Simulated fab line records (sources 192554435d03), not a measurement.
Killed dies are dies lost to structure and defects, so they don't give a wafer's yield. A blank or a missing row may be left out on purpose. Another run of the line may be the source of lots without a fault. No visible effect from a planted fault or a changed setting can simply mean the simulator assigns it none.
Chamber matching | flow n5Finfet | N5_BEOL_M1_ETCH_64 on rieDiel-02 has 4 sister chambers
The step etches SOC in N2/H2, target depth 75 nm, overetch 15 nm, time 112.5 s. 14 wafers are shown with their chamber, then 7 later ones without.

== EACH WAFER AND ITS CHAMBER ==
wafer  | chamber | showerheadPlenumPTorr (Torr) | oesProductAu (a.u.) | throttleValvePct (%)
L081.1 | 2       | 2.46                         | 0.64                | 17.51
L081.3 | 0       | 2.40                         | 0.57                | 17.52
L081.6 | 1       | 2.49                         | 0.74                | 17.47
L082.1 | 3       | 2.61                         | 0.54                | 18.07
L082.3 | 2       | 2.46                         | 0.65                | 17.54
L082.6 | 3       | 2.61                         | 0.54                | 18.09
L085.1 | 1       | 2.48                         | 0.74                | 17.49
L085.4 | 2       | 2.46                         | 0.65                | 17.54
L085.6 | 2       | 2.46                         | 0.65                | 17.52
L087.1 | 0       | 2.40                         | 0.57                | 17.55
L087.3 | 1       | 2.48                         | 0.73                | 17.49
L087.5 | 1       | 2.48                         | 0.73                | 17.49
L089.1 | 1       | 2.48                         | 0.72                | 17.50
L089.3 | 2       | 2.45                         | 0.64                | 17.55

SIGNATURES (averages over the wafers above)
reading               | chamber 0 | chamber 1 | chamber 2 | chamber 3 | scatter within a chamber
showerheadPlenumPTorr | 2.4000    | 2.4820    | 2.4580    | 2.6100    | 0.004
oesProductAu          | 0.5700    | 0.7320    | 0.6460    | 0.5400    | 0.00632
throttleValvePct      | 17.5350   | 17.4880   | 17.5320   | 18.0800   | 0.0149
Rule: for a wafer and a chamber, the distance is found by dividing, reading by reading, the gap between the wafer's reading and the chamber's mean by the reading's scatter, squaring, summing and taking the root. The wafer belongs to the nearest chamber; if the next one is less than 2 further off, it can't be placed. The scatter is the square root of a quotient: the sum, over the shown wafers, of each reading's squared deviation from its chamber's mean, divided by wafers minus chambers.

== WAFERS WITHOUT THEIR CHAMBER ==
wafer  | showerheadPlenumPTorr (Torr) | oesProductAu (a.u.) | throttleValvePct (%)
L089.6 | 2.48                         | 0.72                | 17.48
L091.4 | 2.48                         | 0.70                | 17.52
L091.5 | 2.48                         | 0.70                | 17.52
L091.6 | 2.39                         | 0.56                | 17.59
L096.1 | 2.48                         | 0.70                | 17.52
L096.5 | 2.45                         | 0.63                | 17.55
L096.6 | 2.48                         | 0.70                | 17.51

== THE CHAMBER EACH PASSED THROUGH ==
wafer  | from the rows above | in truth
L089.6 | 1                   | 1
L091.4 | 1                   | 1
L091.5 | 1                   | 1
L091.6 | 0                   | 0
L096.1 | 1                   | 1
L096.5 | 2                   | 2
L096.6 | 1                   | 1
Correctly placed: 7 of 7. Left unplaced by these rows: 0. Wrongly placed: 0.
